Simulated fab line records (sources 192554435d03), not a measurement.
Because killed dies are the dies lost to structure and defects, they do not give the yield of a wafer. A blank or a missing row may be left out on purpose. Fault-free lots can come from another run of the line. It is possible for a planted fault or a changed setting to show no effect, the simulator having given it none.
Lot-split experiment || flow n5 finfet || 39 wafers read from 7 lots, route of 1938 steps

== THE SPLIT ITSELF ==
At N5_DUMMY_GATE_ETCH_42 (etches SiO2 in CHF3/O2, target depth 3.5 nm, time 31 s), the setting bias w was moved away from the recipe's 12 W on 12 of the 39 wafers read, by -9.9% to +12.0%. All remaining wafers had this setting at the recipe value.

The reading is taken at the split's own step.

== THE READING ==
rf vpp V, in V, at N5_DUMMY_GATE_ETCH_42 (etches SiO2 in CHF3/O2, target depth 3.5 nm, time 31 s). Typical for fault-free wafers on this fab line: 42.6 V, with standard deviation 1 V.

{"wafer": "L074.1", "tool, chamber at the split": "rie diel-04, 1", "bias w as run, W": 12, "against the recipe": "recipe", "rf vpp V, V": 41.4, "against lot-mates on the recipe": "-"}
{"wafer": "L074.2", "tool, chamber at the split": "rie diel-04, 2", "bias w as run, W": 12, "against the recipe": "recipe", "rf vpp V, V": 42.1, "against lot-mates on the recipe": "-"}
{"wafer": "L074.3", "tool, chamber at the split": "rie diel-04, 0", "bias w as run, W": 12, "against the recipe": "recipe", "rf vpp V, V": 42.6, "against lot-mates on the recipe": "-"}
{"wafer": "L074.4", "tool, chamber at the split": "rie diel-04, 1", "bias w as run, W": 13.22, "against the recipe": "+10.2%", "rf vpp V, V": 46.3, "against lot-mates on the recipe": "+4.3"}
{"wafer": "L074.5", "tool, chamber at the split": "rie diel-04, 0", "bias w as run, W": 13.22, "against the recipe": "+10.2%", "rf vpp V, V": 46.2, "against lot-mates on the recipe": "+4.2"}
{"wafer": "L074.6", "tool, chamber at the split": "rie diel-04, 2", "bias w as run, W": 13.22, "against the recipe": "+10.2%", "rf vpp V, V": 45.5, "against lot-mates on the recipe": "+3.5"}
{"wafer": "L075.1", "tool, chamber at the split": "rie diel-05, 3", "bias w as run, W": 12, "against the recipe": "recipe", "rf vpp V, V": 42.3, "against lot-mates on the recipe": "-"}
{"wafer": "L075.2", "tool, chamber at the split": "rie diel-05, 0", "bias w as run, W": 12, "against the recipe": "recipe", "rf vpp V, V": 42.0, "against lot-mates on the recipe": "-"}
{"wafer": "L075.3", "tool, chamber at the split": "rie diel-05, 2", "bias w as run, W": 12, "against the recipe": "recipe", "rf vpp V, V": 41.7, "against lot-mates on the recipe": "-"}
{"wafer": "L075.4", "tool, chamber at the split": "rie diel-05, 1", "bias w as run, W": 12, "against the recipe": "recipe", "rf vpp V, V": 41.7, "against lot-mates on the recipe": "-"}
{"wafer": "L075.5", "tool, chamber at the split": "rie diel-05, 0", "bias w as run, W": 12, "against the recipe": "recipe", "rf vpp V, V": 43.1, "against lot-mates on the recipe": "-"}
{"wafer": "L075.6", "tool, chamber at the split": "rie diel-05, 3", "bias w as run, W": 12, "against the recipe": "recipe", "rf vpp V, V": 40.2, "against lot-mates on the recipe": "-"}
{"wafer": "L082.1", "tool, chamber at the split": "rie diel-06, 2", "bias w as run, W": 12, "against the recipe": "recipe", "rf vpp V, V": 44.3, "against lot-mates on the recipe": "-"}
{"wafer": "L082.2", "tool, chamber at the split": "rie diel-06, 1", "bias w as run, W": 11.32, "against the recipe": "-5.7%", "rf vpp V, V": 40.4, "against lot-mates on the recipe": -2.5}
{"wafer": "L082.3", "tool, chamber at the split": "rie diel-06, 0", "bias w as run, W": 11.32, "against the recipe": "-5.7%", "rf vpp V, V": 41.3, "against lot-mates on the recipe": -1.6}
{"wafer": "L082.4", "tool, chamber at the split": "rie diel-06, 3", "bias w as run, W": 11.32, "against the recipe": "-5.7%", "rf vpp V, V": 40.9, "against lot-mates on the recipe": -2.0}
{"wafer": "L082.5", "tool, chamber at the split": "rie diel-06, 1", "bias w as run, W": 12, "against the recipe": "recipe", "rf vpp V, V": 41.3, "against lot-mates on the recipe": "-"}
{"wafer": "L082.6", "tool, chamber at the split": "rie diel-06, 0", "bias w as run, W": 12, "against the recipe": "recipe", "rf vpp V, V": 43.0, "against lot-mates on the recipe": "-"}
{"wafer": "L086.1", "tool, chamber at the split": "rie diel-05, 2", "bias w as run, W": 12, "against the recipe": "recipe", "rf vpp V, V": 41.5, "against lot-mates on the recipe": "-"}
{"wafer": "L086.2", "tool, chamber at the split": "rie diel-05, 0", "bias w as run, W": 12, "against the recipe": "recipe", "rf vpp V, V": 41.9, "against lot-mates on the recipe": "-"}
{"wafer": "L086.4", "tool, chamber at the split": "rie diel-05, 3", "bias w as run, W": 12, "against the recipe": "recipe", "rf vpp V, V": 42.5, "against lot-mates on the recipe": "-"}
{"wafer": "L087.1", "tool, chamber at the split": "rie diel-04, 1", "bias w as run, W": 13.44, "against the recipe": "+12.0%", "rf vpp V, V": 46.3, "against lot-mates on the recipe": "+3.8"}
{"wafer": "L087.2", "tool, chamber at the split": "rie diel-04, 2", "bias w as run, W": 12, "against the recipe": "recipe", "rf vpp V, V": 41.9, "against lot-mates on the recipe": "-"}
{"wafer": "L087.3", "tool, chamber at the split": "rie diel-04, 0", "bias w as run, W": 13.44, "against the recipe": "+12.0%", "rf vpp V, V": 46.5, "against lot-mates on the recipe": "+4.0"}
{"wafer": "L087.4", "tool, chamber at the split": "rie diel-04, 0", "bias w as run, W": 12, "against the recipe": "recipe", "rf vpp V, V": 42.4, "against lot-mates on the recipe": "-"}
{"wafer": "L087.5", "tool, chamber at the split": "rie diel-04, 2", "bias w as run, W": 12, "against the recipe": "recipe", "rf vpp V, V": 43.1, "against lot-mates on the recipe": "-"}
{"wafer": "L087.6", "tool, chamber at the split": "rie diel-04, 1", "bias w as run, W": 13.44, "against the recipe": "+12.0%", "rf vpp V, V": 47.2, "against lot-mates on the recipe": "+4.7"}
{"wafer": "L092.1", "tool, chamber at the split": "rie diel-06, 0", "bias w as run, W": 12, "against the recipe": "recipe", "rf vpp V, V": 43.5, "against lot-mates on the recipe": "-"}
{"wafer": "L092.2", "tool, chamber at the split": "rie diel-06, 3", "bias w as run, W": 12, "against the recipe": "recipe", "rf vpp V, V": 44.5, "against lot-mates on the recipe": "-"}
{"wafer": "L092.3", "tool, chamber at the split": "rie diel-06, 1", "bias w as run, W": 12, "against the recipe": "recipe", "rf vpp V, V": 42.2, "against lot-mates on the recipe": "-"}
{"wafer": "L092.4", "tool, chamber at the split": "rie diel-06, 2", "bias w as run, W": 12, "against the recipe": "recipe", "rf vpp V, V": 42.3, "against lot-mates on the recipe": "-"}
{"wafer": "L092.5", "tool, chamber at the split": "rie diel-06, 2", "bias w as run, W": 12, "against the recipe": "recipe", "rf vpp V, V": 43.3, "against lot-mates on the recipe": "-"}
{"wafer": "L092.6", "tool, chamber at the split": "rie diel-06, 3", "bias w as run, W": 12, "against the recipe": "recipe", "rf vpp V, V": 43.4, "against lot-mates on the recipe": "-"}
{"wafer": "L096.1", "tool, chamber at the split": "rie diel-04, 1", "bias w as run, W": 12, "against the recipe": "recipe", "rf vpp V, V": 41.4, "against lot-mates on the recipe": "-"}
{"wafer": "L096.2", "tool, chamber at the split": "rie diel-04, 0", "bias w as run, W": 12, "against the recipe": "recipe", "rf vpp V, V": 44.7, "against lot-mates on the recipe": "-"}
{"wafer": "L096.3", "tool, chamber at the split": "rie diel-04, 3", "bias w as run, W": 10.81, "against the recipe": "-9.9%", "rf vpp V, V": 38.2, "against lot-mates on the recipe": -4.9}
{"wafer": "L096.4", "tool, chamber at the split": "rie diel-04, 2", "bias w as run, W": 10.81, "against the recipe": "-9.9%", "rf vpp V, V": 38.3, "against lot-mates on the recipe": -4.8}
{"wafer": "L096.5", "tool, chamber at the split": "rie diel-04, 3", "bias w as run, W": 10.81, "against the recipe": "-9.9%", "rf vpp V, V": 40.6, "against lot-mates on the recipe": -2.5}
{"wafer": "L096.6", "tool, chamber at the split": "rie diel-04, 2", "bias w as run, W": 12, "against the recipe": "recipe", "rf vpp V, V": 43.1, "against lot-mates on the recipe": "-"}

THE FIT
A straight line over all 39 wafers: rf vpp V changes by +0.342 V for each +1% of bias w; r = +0.89; the points scatter about the line by 0.96 V.
The same after taking each lot's own level away (the mean of its wafers on the recipe; 39 wafers): +0.376 V for each +1%; r = +0.93; scatter 0.83 V.
On that fit, the largest move of bias w shifts the reading by 4.5 V.
The lots' own levels span 41.83 to 43.20 V, that is 1.4 times the standard deviation above.
Consequently the slope shifts little with the lot-to-lot level, the two slopes agreeing.
Check: +4.6 V against its lot-mates is what the line predicts for one of the wafers moved furthest among these (+12.0%) when that wafer is left out of the fit. It came out at +3.83 V against them.
Tool readings at the split's step, against how far the setting was moved: rf vpp V r = +0.89.

== OTHER SPLITS APPLIED TO THESE WAFERS ==
Before the reading, these wafers also passed through other splits. Each is held against what the fit with the lots' levels taken away leaves over:
{"other split on the same wafers": "N5_DUMMY_GATE_ETCH_37 source w", "wafers away from the commonest value": 12, "r with rf vpp V (lot level and that fit taken away)": "+0.27"}
{"other split on the same wafers": "N5_DUMMY_GATE_ETCH_31 target depth a", "wafers away from the commonest value": 18, "r with rf vpp V (lot level and that fit taken away)": -0.02}
{"other split on the same wafers": "N5_DUMMY_GATE_ETCH_32 time s", "wafers away from the commonest value": 9, "r with rf vpp V (lot level and that fit taken away)": -0.14}

== THE FILE'S OWN FIT ==
rf vpp V changes by +0.376 V for each +1% of bias w, r = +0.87.
